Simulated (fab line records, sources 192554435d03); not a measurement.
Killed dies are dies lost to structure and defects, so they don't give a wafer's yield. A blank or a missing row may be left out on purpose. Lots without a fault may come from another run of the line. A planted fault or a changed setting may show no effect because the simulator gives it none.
Split-lot experiment | flow n5_finfet | 7 lots, 39 wafers read, on a route of 1938 steps

THE SPLIT
At N5_MOL_CONTACT_COAG_ALD_27 (deposits SiOC, target thk 17 nm, pulse time 1.5 s, time 2720 s), the setting ald_cycles was moved away from the recipe's 340 on 15 of the 39 wafers read, by -45.6% to +57.4%. The other wafers ran this setting at the recipe's value.

The reading is taken at the split's own step.

THE READING
SiOC_of_MOL_CONTACT_COAG_ALD_27.thk_nm (the simulator's own value, which no gauge read), in nm, at N5_MOL_CONTACT_COAG_ALD_27 (deposits SiOC, target thk 17 nm, pulse time 1.5 s, time 2720 s). The file gives no usual value for it. The 24 wafers here that ran the recipe average 17.0 nm, standard deviation 0.075 nm.

wafer  | tool, chamber at the split | ald_cycles as run | against the recipe | SiOC_of_MOL_CONTACT_COAG_ALD_27.thk_nm, nm | against lot-mates on the recipe
L076.1 | ald_sin-04, 1,3            | 217               | -36.2%             | 10.8                                       | -6.2
L076.3 | ald_sin-04, 1,3            | 217               | -36.2%             | 10.8                                       | -6.2
L076.2 | ald_sin-04, 2              | 217               | -36.2%             | 11                                         | -6.0
L076.4 | ald_sin-04, 0,0,3          | 340               | recipe             | 17                                         | -
L076.5 | ald_sin-04, 0,0,3          | 340               | recipe             | 17                                         | -
L076.6 | ald_sin-04, 0,0,3          | 340               | recipe             | 17                                         | -
L077.1 | ald_sin-02, 1,3,3          | 185               | -45.6%             | 9.2                                        | -7.8
L077.3 | ald_sin-02, 1,3,3          | 185               | -45.6%             | 9.2                                        | -7.8
L077.6 | ald_sin-02, 1,3,3          | 185               | -45.6%             | 9.2                                        | -7.8
L077.2 | ald_sin-02, 0,2,2          | 340               | recipe             | 17                                         | -
L077.4 | ald_sin-02, 0,2,2          | 340               | recipe             | 17                                         | -
L077.5 | ald_sin-02, 0,2,2          | 340               | recipe             | 17                                         | -
L082.1 | ald_sin-04, 3,1,0,2,0      | 340               | recipe             | 17                                         | -
L082.2 | ald_sin-04, 3,1,0,2,0      | 340               | recipe             | 17                                         | -
L082.3 | ald_sin-04, 3,1,0,2,0      | 340               | recipe             | 17                                         | -
L082.4 | ald_sin-04, 3,1,0,2,0      | 340               | recipe             | 17                                         | -
L082.6 | ald_sin-04, 3,1,0,2,0      | 340               | recipe             | 17                                         | -
L082.5 | ald_sin-04, 3              | 340               | recipe             | 17.2                                       | -
L091.1 | ald_sin-04, 2,3            | 417               | +22.6%             | 21                                         | +4.0
L091.5 | ald_sin-04, 2,3            | 417               | +22.6%             | 21                                         | +4.0
L091.2 | ald_sin-04, 1,0,3          | 340               | recipe             | 17                                         | -
L091.3 | ald_sin-04, 1,0,3          | 340               | recipe             | 17                                         | -
L091.4 | ald_sin-04, 1,0,3          | 340               | recipe             | 17                                         | -
L091.6 | ald_sin-04, 0              | 417               | +22.6%             | 20.8                                       | +3.8
L092.1 | ald_sin-04, 3,0            | 340               | recipe             | 17                                         | -
L092.4 | ald_sin-04, 3,0            | 340               | recipe             | 17                                         | -
L092.2 | ald_sin-04, 2              | 340               | recipe             | 17.2                                       | -
L092.3 | ald_sin-04, 1              | 276               | -18.8%             | 14                                         | -3.1
L092.5 | ald_sin-04, 3,0            | 276               | -18.8%             | 13.8                                       | -3.3
L092.6 | ald_sin-04, 3,0            | 276               | -18.8%             | 13.8                                       | -3.3
L093.2 | ald_sin-04, 2,3            | 340               | recipe             | 17.2                                       | -
L093.6 | ald_sin-04, 2,3            | 340               | recipe             | 17.2                                       | -
L093.3 | ald_sin-04, 3              | 340               | recipe             | 17                                         | -
L095.1 | ald_sin-02, 2,1            | 535               | +57.4%             | 26.8                                       | +9.8
L095.5 | ald_sin-02, 2,1            | 535               | +57.4%             | 26.8                                       | +9.8
L095.2 | ald_sin-02, 0,3,1          | 340               | recipe             | 17                                         | -
L095.3 | ald_sin-02, 0,3,1          | 340               | recipe             | 17                                         | -
L095.4 | ald_sin-02, 0,3,1          | 340               | recipe             | 17                                         | -
L095.6 | ald_sin-02, 0              | 535               | +57.4%             | 26.6                                       | +9.6
Where a row lists several chambers, the file gives one row for several wafers and doesn't say which wafer went through which chamber.

THE FIT
A straight line over all 39 wafers: SiOC_of_MOL_CONTACT_COAG_ALD_27.thk_nm changes by +0.17 nm for each +1% of ald_cycles; r = +1.00; the points scatter about the line by 0.087 nm.
The same after taking each lot's own level away (the mean of its wafers on the recipe; 39 wafers): +0.17 nm for each +1%; r = +1.00; scatter 0.077 nm.
On that fit, the largest move of ald_cycles shifts the reading by 9.8 nm.
The lots' own levels span 17.00 to 17.13 nm, that is 1.8 times the standard deviation above.
So the lot-to-lot level changes the slope little: the two slopes agree.
Check: with one of the wafers moved furthest among these (+57.4%) left out of the fit, the line predicts +9.77 nm for it against its lot-mates. It came out at +9.8 nm against them.

OTHER SPLITS ON THESE WAFERS
These wafers also went through other splits before the reading. Each is held against what the fit with the lots' levels taken away leaves over:
other split on the same wafers     | wafers away from the commonest value | r with SiOC_of_MOL_CONTACT_COAG_ALD_27.thk_nm (lot level and that fit taken away)
N5_FIN_SAQP_ALD_61 ald_cycles      | 15                                   | +0.06
N5_SD_EPI_N_ETCH_16 target_depth_a | 15                                   | +0.03
N5_SD_EPI_N_EPI_21 time_s          | 15                                   | -0.06

THE FILE'S OWN FIT
SiOC_of_MOL_CONTACT_COAG_ALD_27.thk_nm changes by +0.17 nm for each +1% of ald_cycles, r = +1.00.
